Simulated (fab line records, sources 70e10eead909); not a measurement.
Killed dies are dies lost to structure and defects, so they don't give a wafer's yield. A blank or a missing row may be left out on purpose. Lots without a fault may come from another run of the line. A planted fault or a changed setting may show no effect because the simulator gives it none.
Which tool did it? | flow nand_harc | 12 lots, 36 wafers sampled, at 5 steps of a route of 1302

WHAT THE GAUGES READ, wafer by wafer
NHARC_A_CONTACT_OVL_MEAS_09. Usual: overlay_x_nm 0.0 nm, standard deviation 0.82; overlay_y_nm 0.1 nm, standard deviation 0.93.
lot  | measured     | on         | overlay_x_nm (nm) | overlay_y_nm (nm) | flag
L885 | day 24 08:40 | overlay-02 | 1.0 1.2 1.1       | -0.1 -0.8 -0.5    |
L892 | day 27 00:46 | overlay-01 | -0.1 0.1 0.0      | -0.3 -0.1 -0.2    |
L893 | day 27 16:13 | overlay-02 | 0.8 0.6 1.1       | 1.8 1.8 1.6       |
L896 | day 28 06:19 | overlay-02 | 0.0 -0.2 -0.3     | 0.0 0.0 -0.3      |
L898 | day 29 17:55 | overlay-02 | 0.0 -0.7 0.0      | 0.2 0.2 0.0       |
L894 | day 29 21:12 | overlay-02 | -1.5 -1.4 -2.2    | 0.5 0.5 0.6       |
L899 | day 30 04:28 | overlay-01 | 0.1 -0.1 -0.1     | 0.0 0.0 0.6       |
L903 | day 30 20:05 | overlay-01 | 0.8 0.7 0.7       | -0.6 -0.4 -0.8    |
L901 | day 30 23:03 | overlay-02 | -1.0 -0.4 -0.6    | -1.0 -0.8 -0.2    |
L902 | day 31 04:38 | overlay-02 | -1.1 -1.4 -1.6    | 1.0 0.5 1.1       |
L900 | day 31 14:20 | overlay-02 | 0.3 0.6 1.1       | -1.3 -1.3 -1.8    |
L904 | day 31 18:02 | overlay-01 | 0.0 0.1 -0.4      | 0.1 0.6 -0.3      |

NHARC_END_SORT_01. Usual: killed_at_array 50, standard deviation 17; killed_at_other 0.7, standard deviation 1; killed_at_periphery 3.4, standard deviation 2.4; killed_dies 54, standard deviation 17; killed_open 3.3, standard deviation 1.7; killed_short 2.5, standard deviation 1.6.
lot  | measured     | on        | killed_at_array | killed_at_other | killed_at_periphery | killed_dies | killed_open | killed_short | flag
L885 | day 26 13:04 | prober-01 | 74 64 54        | 2 3 4           | 6 2 4               | 82 69 62    | 2 1 5       | 7 2 2        |
L892 | day 29 02:09 | prober-02 | 62 55 74        | 0 1 0           | 5 3 5               | 67 59 79    | 4 4 2       | 2 1 2        |
L893 | day 29 17:14 | prober-02 | 65 60 49        | 0 0 0           | 2 6 8               | 67 66 57    | 5 3 4       | 1 5 3        |
L896 | day 30 12:41 | prober-01 | 34 39 40        | 1 0 0           | 3 6 14              | 38 45 54    | 3 5 3       | 6 3 4        |
L898 | day 31 20:35 | prober-01 | 63 63 29        | 0 1 0           | 2 2 3               | 65 66 32    | 4 6 2       | 6 4 3        |
L894 | day 31 22:57 | prober-02 | 38 33 25        | 0 1 2           | 5 5 1               | 43 39 28    | 0 5 2       | 5 5 3        |
L899 | day 32 20:53 | prober-01 | 58 62 72        | 0 1 0           | 5 3 0               | 63 66 72    | 7 7 4       | 2 2 4        |
L903 | day 33 03:53 | prober-01 | 34 31 23        | 1 2 2           | 1 0 2               | 36 33 27    | 5 2 2       | 0 4 0        |
L901 | day 33 03:11 | prober-02 | 75 65 67        | 0 2 0           | 0 2 5               | 75 69 72    | 1 1 3       | 1 3 4        |
L902 | day 33 11:36 | prober-01 | 56 47 56        | 0 1 0           | 3 4 5               | 59 52 61    | 1 3 2       | 2 0 2        |
L900 | day 33 23:08 | prober-02 | 52 55 43        | 0 5 0           | 3 1 5               | 55 61 48    | 5 4 3       | 4 1 2        |
L904 | day 33 23:09 | prober-01 | 56 64 52        | 2 2 1           | 5 0 3               | 63 66 56    | 5 3 4       | 2 1 2        |

WHICH TOOL RAN EACH LOT (tool, then ch and the chambers of the sampled wafers, then the start)
lot  | NHARC_A_CONTACT_ETCH_30            | NHARC_A_CONTACT_ETCH_137             | NHARC_A_CONTACT_ETCH_139
L885 | rie_diel-12 ch 0,1,2, day 24 09:17 | har_cap_etch-03 ch 0,1, day 24 10:40 | har_cap_etch-03 ch 0,1, day 24 11:13
L892 | rie_diel-04 ch 0,1,3, day 27 01:33 | har_cap_etch-01 ch 0,1, day 27 02:56 | har_cap_etch-01 ch 0,1, day 27 03:29
L893 | rie_diel-12 ch 0,3, day 27 16:50   | har_cap_etch-03 ch 0,1, day 27 18:11 | har_cap_etch-03 ch 0,1, day 27 18:43
L896 | rie_diel-12 ch 1,2,3, day 28 06:56 | har_cap_etch-01 ch 0,1, day 28 08:17 | har_cap_etch-01 ch 0,1, day 28 08:50
L898 | rie_diel-12 ch 2,3, day 29 18:32   | har_cap_etch-01 ch 0,1, day 29 19:55 | har_cap_etch-01 ch 0,1, day 29 20:28
L894 | rie_diel-07 ch 0,2,3, day 29 22:19 | har_cap_etch-03 ch 0,1, day 29 23:54 | har_cap_etch-03 ch 0,1, day 30 00:37
L899 | rie_diel-12 ch 1,2, day 30 05:05   | har_cap_etch-03 ch 0,1, day 30 06:48 | har_cap_etch-03 ch 0,1, day 30 07:31
L903 | rie_diel-12 ch 0,1, day 30 20:42   | har_cap_etch-01 ch 0,1, day 30 22:06 | har_cap_etch-01 ch 0,1, day 30 22:39
L901 | rie_diel-12 ch 0,1,3, day 30 23:44 | har_cap_etch-01 ch 0,1, day 31 01:04 | har_cap_etch-01 ch 0,1, day 31 01:37
L902 | rie_diel-12 ch 0,1,3, day 31 05:16 | har_cap_etch-03 ch 0,1, day 31 06:39 | har_cap_etch-03 ch 0,1, day 31 07:12
L900 | rie_diel-07 ch 1,2,3, day 31 15:00 | har_cap_etch-03 ch 0,1, day 31 16:37 | har_cap_etch-03 ch 0,1, day 31 17:09
L904 | rie_diel-12 ch 0,1, day 31 18:41   | har_cap_etch-01 ch 0,1, day 31 20:16 | har_cap_etch-01 ch 0,1, day 31 20:59
- NHARC_A_CONTACT_ETCH_30: etches the open film in CF4/CHF3, target depth 72.6 nm, time 36.3 s.
- NHARC_A_CONTACT_ETCH_137: etches the open film in C4F8/O2/Ar, time 311 s, target depth 1912 nm.
- NHARC_A_CONTACT_ETCH_139: etches the open film in C4F8/O2/Ar, time 195 s, target depth 840 nm.

WHAT THE TOOLS THEMSELVES READ (means of the sampled wafers that have a number; where no wafer has one, the mark that the record gives instead)
NHARC_A_CONTACT_ETCH_30. Usual: drypump_motor_current_A 5.8 A, standard deviation 0.42; oes_product_au 0.935 a.u., standard deviation 0.018; rf_vpp_V 369.6 V, standard deviation 1.6; run_length_s 57.7 s, standard deviation 0.45; showerhead_plenum_p_Torr 1.54 Torr, standard deviation 0.043; throttle_valve_pct 16.801 %, standard deviation 0.0094.
lot  | tool        | drypump_motor_current_A (A) | oes_product_au (a.u.) | rf_vpp_V (V) | run_length_s (s) | showerhead_plenum_p_Torr (Torr) | throttle_valve_pct (%) | flag
L885 | rie_diel-12 | 5.7                         | 0.924                 | 370.6        | 57.7             | 1.58                            | 16.798                 |
L892 | rie_diel-04 | 5.8                         | 0.958                 | 369.4        | 55.6             | 1.52                            | 16.798                 | OFF
L893 | rie_diel-12 | 5.8                         | 0.955                 | 369.7        | 57.5             | 1.55                            | 16.802                 |
L896 | rie_diel-12 | 5.7                         | 0.935                 | 369.8        | 57.9             | 1.53                            | 16.794                 |
L898 | rie_diel-12 | 5.4                         | 0.971                 | 368.2        | 57.9             | 1.52                            | 16.805                 |
L894 | rie_diel-07 | 6.1                         | 0.928                 | 369.3        | 57.8             | 1.56                            | 16.802                 |
L899 | rie_diel-12 | 5.5                         | 0.918                 | 371.0        | 57.7             | 1.56                            | 16.799                 |
L903 | rie_diel-12 | 6.1                         | 0.922                 | 369.8        | 57.7             | 1.58                            | 16.806                 |
L901 | rie_diel-12 | 5.9                         | 0.920                 | 369.8        | 57.9             | 1.54                            | 16.804                 |
L902 | rie_diel-12 | 6.0                         | 0.966                 | 369.3        | 57.9             | 1.54                            | 16.810                 |
L900 | rie_diel-07 | 5.9                         | 0.915                 | 370.8        | 57.4             | 1.56                            | 16.799                 |
L904 | rie_diel-12 | 6.0                         | 0.917                 | 371.3        | 57.4             | 1.58                            | 16.801                 |

NHARC_A_CONTACT_ETCH_139. Usual: run_length_s 226.0 s, standard deviation 0.38.
lot  | tool            | run_length_s (s) | flag
L885 | har_cap_etch-03 | 226.4            |
L892 | har_cap_etch-01 | 225.6            |
L893 | har_cap_etch-03 | 226.5            |
L896 | har_cap_etch-01 | 226.1            |
L898 | har_cap_etch-01 | 225.8            |
L894 | har_cap_etch-03 | 226.4            |
L899 | har_cap_etch-03 | 226.2            |
L903 | har_cap_etch-01 | 225.7            |
L901 | har_cap_etch-01 | 225.8            |
L902 | har_cap_etch-03 | 226.2            |
L900 | har_cap_etch-03 | 226.4            |
L904 | har_cap_etch-01 | 225.7            |

THE ANSWER, worked out from the rows above alone
Rule: a lot is off if the mean of its wafers that have a number lies more than 3 standard deviations from the usual mean. A lot without any number at a reading at which 4 lots or more have one is off too. The other lots that the step has rows for count as sound. The gauges are gone through in route order, then the tools' own readings, and for those a lot's mean is taken as printed above. The first step at which some lot is off is used, and at that step the reading that is off furthest; a lot without a number counts as furthest.
Off: L892, at NHARC_A_CONTACT_ETCH_30 (run_length_s).
A tool fits if, at that step or a process step before it, it ran every lot that is off, and no sound lot after the first of them. One fits: rie_diel-04 at NHARC_A_CONTACT_ETCH_30. It ran no sound lot before its first lot that is off in this sample, so the start can't be narrowed down.
The tool's own readings at NHARC_A_CONTACT_ETCH_30 bear it out: on the lots that are off they differ by more than 5 times the standard deviation of the sound lots' means. run_length_s reads 55.6 s there against 57.7 s on the sound lots.

WHAT THE SIMULATOR HAD PUT IN
Process parameter drift: rie_diel-04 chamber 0, from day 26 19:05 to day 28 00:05, at NHARC_A_CONTACT_ETCH_30. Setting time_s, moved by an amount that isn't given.
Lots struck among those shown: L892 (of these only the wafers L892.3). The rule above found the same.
